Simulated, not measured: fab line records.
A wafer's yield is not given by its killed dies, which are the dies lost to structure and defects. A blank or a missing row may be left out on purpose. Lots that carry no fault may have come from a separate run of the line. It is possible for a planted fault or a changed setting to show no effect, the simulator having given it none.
fab line records	flow n5_finfet	part 2 of 2: steps 5 to 6 of 6
record lots=21	wafers=63	last_day=19
route steps=1938 shown BEOL_M1@753 BEOL_M2@860
lots with no fault: from the same line, run without faults
start_h: the number of hours between the record's first day and the start of the first shown wafer of the lot	wait_h: how many hours have passed since the lot's step before this one	" identical to the entry in the row above	L1.1+2: one row covering several wafers at once	- no value, or no start given	* or withheld: withheld	< > ~ a bound
route shown NAME@n: names a module that has steps shown in the file, with the first one's number in the route	usual: average and standard deviation across the fault-free wafers	same: alike in all rows	chamber/n: place in a boat	sites: each site's reading	_std_site: the standard deviation of these	_edge_site: mean of outer sites minus mean of inner sites	radius_mm: how far each site lies from the wafer's centre	mask NAME#n: copy n	behind: the most recent tool/chamber to have shaped the wafer	hold: what put the lot on hold/how long, in hours/how the hold closed	device: which transistor (n, p or np) failed to switch	end of line: the route-end tests of the same wafers	where a step has no rows: the recipe by itself	killed: dies lost to structure and defects at the first sort, not the wafer's yield	map: a wafer's dies, x killed, . not, _ none there
set.NAME: the setting as run; set.NAME@STEP: as run at that earlier step	model.NAME: the simulator's own value behind a step, which no gauge read
steps of the route over a sample of lots; a table a step, a row a wafer
services: from which hour (start_h, from the record's first day; less than 0 if before it) a tool's chamber was out of use, for how many hours, and why
## steps
# step N5_BEOL_M1_SPUTTER_90
# recipe material=Cu	target_thk_a=45	temp_c=-20	chamber_pressure_pa=0.07	power_w=withheld	time_s=8.29
# usual substrate_temp_c=-20.01/0.11	throttle_valve_pct=29.6/0.95
lot.wafer	tool	chamber	start_h	wait_h	substrate_temp_c	throttle_valve_pct
L074.2	pvd_sputter-01	-	129.14	0.1	-19.88	28.6
L074.3	"	-	"	"	-20.07	29.5
L074.5	"	-	"	"	-20.02	29.9
L075.3	pvd_sputter-03	-	134.33	0.1	-20.09	29.2
L075.5	"	-	"	"	-19.87	29.6
L075.6	"	-	"	"	-20.07	31.9
L076.2	pvd_sputter-01	-	140.67	0.1	-20.05	29.4
L076.4	"	-	"	"	-19.79	30.3
L076.5	"	-	"	"	-19.99	28.4
L077.2	pvd_sputter-01	-	143.52	0.1	-20.05	30.1
L077.4	"	-	"	"	-20.11	28.6
L077.5	"	-	"	"	-20.10	30.0
L078.1	pvd_sputter-01	-	149.50	0.1	-20.06	30.3
L078.3	"	-	"	"	-20.08	28.2
L078.5	"	-	"	"	-20.00	30.1
L079.3	pvd_sputter-03	-	156.52	0.1	-19.96	29.5
L079.4	"	-	"	"	-19.86	29.8
L079.6	"	-	"	"	-19.88	29.7
L080.1	pvd_sputter-02	-	165.04	0.1	-19.90	29.9
L080.3	"	-	"	"	-19.99	27.9
L080.4	"	-	"	"	-20.04	28.9
L082.1	pvd_sputter-03	-	172.09	0.1	-20.11	29.7
L082.3	"	-	"	"	-20.10	32.1
L082.4	"	-	"	"	-20.17	29.6
L081.1	pvd_sputter-03	-	175.23	0.1	-20.09	31.9
L081.2	"	-	"	"	-19.92	29.5
L081.5	"	-	"	"	-20.16	31.7
L083.1	pvd_sputter-01	-	187.02	0.1	-20.07	28.6
L083.3	"	-	"	"	-20.03	29.6
L083.6	"	-	"	"	-19.91	30.0
L084.1	pvd_sputter-02	-	190.05	0.1	-20.03	28.4
L084.3	"	-	"	"	-20.01	29.8
L084.4	"	-	"	"	-19.96	27.7
L085.3	pvd_sputter-03	-	211.39	0.1	-20.02	29.2
L085.4	"	-	"	"	-19.97	29.8
L085.6	"	-	"	"	-19.90	29.5
L087.3	pvd_sputter-03	-	216.19	0.1	-19.93	29.6
L087.5	"	-	"	"	-20.04	29.4
L087.6	"	-	"	"	-20.04	29.7
L089.3	pvd_sputter-02	-	225.97	0.1	-20.15	29.8
L089.5	"	-	"	"	-19.95	28.7
L089.6	"	-	"	"	-20.19	29.9
L090.1	pvd_sputter-02	-	229.22	0.1	-20.19	28.5
L090.2	"	-	"	"	-20.32	28.1
L090.4	"	-	"	"	-20.13	29.9
L092.1	pvd_sputter-02	-	238.92	0.1	-20.08	27.8
L092.2	"	-	"	"	-19.97	29.9
L092.6	"	-	"	"	-19.74	28.7
L093.1	pvd_sputter-02	-	247.40	0.1	-19.96	28.6
L093.3	"	-	"	"	-20.01	29.9
L093.6	"	-	"	"	-20.05	30.0
L094.1	pvd_sputter-02	-	250.84	0.1	-20.01	30.3
L094.3	"	-	"	"	-20.27	28.2
L094.4	"	-	"	"	-19.98	28.6
L095.1	pvd_sputter-02	-	255.70	0.1	-19.99	30.1
L095.2	"	-	"	"	-19.98	27.9
L095.5	"	-	"	"	-19.92	28.7
L097.2	pvd_sputter-02	-	272.73	0.1	-19.98	27.7
L097.5	"	-	"	"	-19.74	28.3
L097.6	"	-	"	"	-20.14	29.9
L096.1	pvd_sputter-01	-	275.65	0.1	-20.15	30.1
L096.5	"	-	"	"	-19.83	29.7
L096.6	"	-	"	"	-19.89	30.2
# step N5_BEOL_M2_ETCH_64
# recipe chemistry=N2/H2	target=SOC	target_depth_a=750	overetch_a=225	mask_material=SiARC	temp_c=40	time_s=121.9	ion_energy_ev=200	pressure_mtorr=30	source_w=840	bias_w=150	n2_flow_sccm=200	h2_flow_sccm=200
# usual chamber_pressure_mTorr=30.001/0.023	drypump_motor_current_A=5.6/0.34	h2_flow_sccm=200.0/0.62	oes_product_au=0.62/0.072	rf_vpp_V=523.4/2.2	showerhead_plenum_p_Torr=2.53/0.077	throttle_valve_pct=17.70/0.22
lot.wafer	tool	chamber	start_h	wait_h	chamber_pressure_mTorr	drypump_motor_current_A	h2_flow_sccm	oes_product_au	rf_hours_counter_h	rf_vpp_V	showerhead_plenum_p_Torr	throttle_valve_pct
L074.2	rie_diel-01	2	132.39	0.0	29.993	5.8	200.3	0.68	33	521.5	2.49	17.39
L074.3	"	1	"	"	29.994	5.6	199.8	0.53	206	522.7	2.52	18.18
L074.5	"	0	"	"	29.974	5.2	199.9	0.49	-	522.1	2.50	18.11
L075.3	rie_diel-06	2	139.14	0.0	29.999	5.7	200.1	0.72	3	522.3	2.49	17.53
L075.5	"	2	"	"	29.965	5.7	199.9	0.73	-	522.8	2.49	17.55
L075.6	"	3	"	"	29.962	6.2	199.7	0.53	-	519.5	2.42	18.05
L076.2	rie_diel-02	0	145.23	0.0	29.973	5.9	199.4	0.55	164	527.0	2.64	17.60
L076.4	"	3	"	"	30.015	5.2	200.8	0.56	173	527.6	2.65	17.69
L076.5	"	2	"	"	29.984	5.6	199.9	0.68	-	522.0	2.49	17.57
L077.2	rie_diel-01	1	147.92	0.0	30.032	5.6	199.9	0.53	212	523.5	2.52	18.20
L077.4	"	2	"	"	30.026	5.8	199.9	0.67	-	523.2	2.48	17.39
L077.5	"	0	"	"	30.008	5.2	201.2	0.50	-	522.1	2.49	18.12
L078.1	rie_diel-01	2	152.72	0.0	30.040	5.8	199.3	0.67	42	522.6	2.48	17.39
L078.3	"	0	"	"	29.954	5.1	199.9	0.49	264	522.8	2.49	18.13
L078.5	"	1	"	"	30.001	5.5	200.0	0.53	-	522.6	2.51	18.20
L079.3	rie_diel-01	3	162.72	0.0	30.008	6.4	200.1	0.74	4	523.2	2.50	17.50
L079.4	"	2	"	"	29.983	5.8	200.7	0.67	-	522.1	2.48	17.41
L079.6	"	1	"	"	30.021	5.5	200.3	0.53	-	524.1	2.51	18.20
L080.1	rie_diel-06	0	169.10	0.0	30.041	5.3	200.4	0.64	50	528.3	2.70	17.71
L080.3	"	3	"	"	29.981	6.2	200.9	0.52	227	521.2	2.41	18.06
L080.4	"	3	"	"	29.995	6.2	200.9	0.53	-	520.2	2.41	18.06
L082.1	rie_diel-02	3	177.59	0.0	30.031	5.2	199.1	0.56	186	526.5	2.64	17.70
L082.3	"	0	"	"	29.978	5.9	201.0	0.55	176	526.6	2.63	17.62
L082.4	"	2	"	"	30.001	5.7	200.7	0.66	38	522.8	2.49	17.61
L081.1	rie_diel-02	0	178.37	0.0	29.983	5.9	200.4	0.55	176	526.2	2.63	17.61
L081.2	"	2	"	"	30.007	5.7	200.8	0.67	39	523.2	2.49	17.59
L081.5	"	2	"	"	30.049	5.7	201.0	0.66	-	522.5	2.49	17.60
L083.1	rie_diel-02	0	191.67	0.0	30.000	5.9	200.0	0.54	180	527.3	2.63	17.64
L083.3	"	1	"	"	30.009	5.9	199.5	0.68	22	521.3	2.49	17.59
L083.6	"	0	"	"	30.005	5.9	199.6	0.54	-	527.0	2.63	17.63
L084.1	rie_diel-01	2	193.04	0.0	29.991	5.7	199.7	0.64	61	521.5	2.47	17.43
L084.3	"	3	"	"	30.009	6.4	199.4	0.71	17	522.5	2.49	17.51
L084.4	"	0	"	"	30.002	5.2	200.2	0.75	3	522.7	2.49	17.64
L085.3	rie_diel-01	0	214.51	0.0	29.978	5.2	200.6	0.71	11	522.7	2.49	17.64
L085.4	"	3	"	"	29.994	6.4	199.8	0.70	23	520.2	2.49	17.53
L085.6	"	3	"	"	30.040	6.4	199.9	0.71	-	521.6	2.49	17.54
L087.3	rie_diel-02	3	219.40	0.0	30.009	5.2	201.3	0.54	200	525.9	2.63	17.72
L087.5	"	3	"	"	30.010	5.2	200.6	0.54	-	525.2	2.63	17.75
L087.6	"	2	"	"	30.010	5.7	199.4	0.64	-	522.3	2.48	17.63
L089.3	rie_diel-01	2	230.77	0.0	30.018	5.8	200.3	0.64	73	522.4	2.47	17.44
L089.5	"	1	"	"	29.964	5.5	199.6	0.52	-	523.1	2.50	18.25
L089.6	"	2	"	"	29.982	5.8	200.2	0.64	-	521.9	2.47	17.45
L090.1	rie_diel-02	3	234.03	0.0	29.988	5.2	199.7	0.55	207	526.3	2.63	17.73
L090.2	"	2	"	"	29.972	5.6	200.6	0.64	60	523.6	2.48	17.61
L090.4	"	2	"	"	29.984	5.6	200.0	0.64	-	521.1	2.48	17.63
L092.1	rie_diel-06	3	241.92	0.0	30.011	6.2	199.4	0.52	250	518.9	2.40	18.07
L092.2	"	0	"	"	30.008	5.3	199.8	0.60	74	527.7	2.69	17.76
L092.6	"	0	"	"	30.002	5.3	199.8	0.61	-	528.2	2.69	17.75
L093.1	rie_diel-02	2	250.79	0.0	30.027	5.7	199.4	0.63	66	523.4	2.48	17.65
L093.3	"	3	"	"	29.984	5.2	199.3	0.54	213	525.2	2.63	17.75
L093.6	"	3	"	"	30.004	5.2	200.4	0.54	-	525.6	2.63	17.74
L094.1	rie_diel-06	2	255.22	0.0	29.968	5.7	200.7	0.65	43	521.0	2.48	17.59
L094.3	"	1	"	"	29.990	5.6	200.0	0.54	197	524.4	2.52	17.66
L094.4	"	0	"	"	30.010	5.3	199.9	0.60	-	528.7	2.69	17.76
L095.1	rie_diel-01	3	259.72	0.0	29.991	6.4	200.2	0.67	43	522.8	2.48	17.56
L095.2	"	1	"	"	30.029	5.5	200.9	0.74	1	522.9	2.50	17.83
L095.5	"	1	"	"	29.993	5.5	200.3	0.74	-	522.3	2.50	17.86
L097.2	rie_diel-01	2	279.22	0.0	30.015	5.7	199.8	0.62	91	521.2	2.46	17.48
L097.5	"	3	"	"	30.036	6.4	200.0	0.67	-	523.4	2.48	17.58
L097.6	"	2	"	"	30.025	5.7	199.3	0.62	-	520.3	2.46	17.50
L096.1	rie_diel-06	3	279.77	0.0	30.018	6.2	199.3	0.74	6	527.7	2.72	17.66
L096.5	"	3	"	"	29.969	6.1	199.6	0.73	-	525.7	2.72	17.68
L096.6	"	0	"	"	30.006	5.3	200.3	0.60	-	527.2	2.69	17.78
## services
tool	chamber	start_h	hours	kind
rie_diel-04	3	95.97	9.2	repair
rie_diel-03	2	97.05	64.8	repair
rie_diel-06	2	112.37	4.9	repair
rie_diel-01	3	112.40	-	clean
rie_diel-01	3	112.40	-	consumable_replace:focus_ring
rie_diel-01	3	112.40	41.4	scheduled_down
rie_diel-01	3	112.40	41.4	vent_cycle
rie_diel-01	0	119.86	2.2	repair
rie_diel-05	-	140.08	0.4	repair
rie_diel-01	0	154.18	-	clean
rie_diel-06	1	164.44	9.9	repair
pvd_sputter-02	-	174.26	5.0	repair
pecvd-03	1	175.64	10.2	repair
rie_diel-01	3	177.60	5.2	repair
pecvd-02	-	181.53	0.9	repair
rie_diel-06	1	183.55	8.8	repair
pecvd-01	-	189.49	2.2	repair
rie_diel-02	0	212.15	22.1	repair
rie_diel-06	3	215.95	2.9	repair
pecvd-01	0	217.93	1.7	repair
pecvd-02	-	229.79	2.9	repair
rie_diel-03	1	235.73	2.8	repair
rie_diel-03	-	252.66	2.8	pm
rie_diel-04	3	264.39	11.2	repair
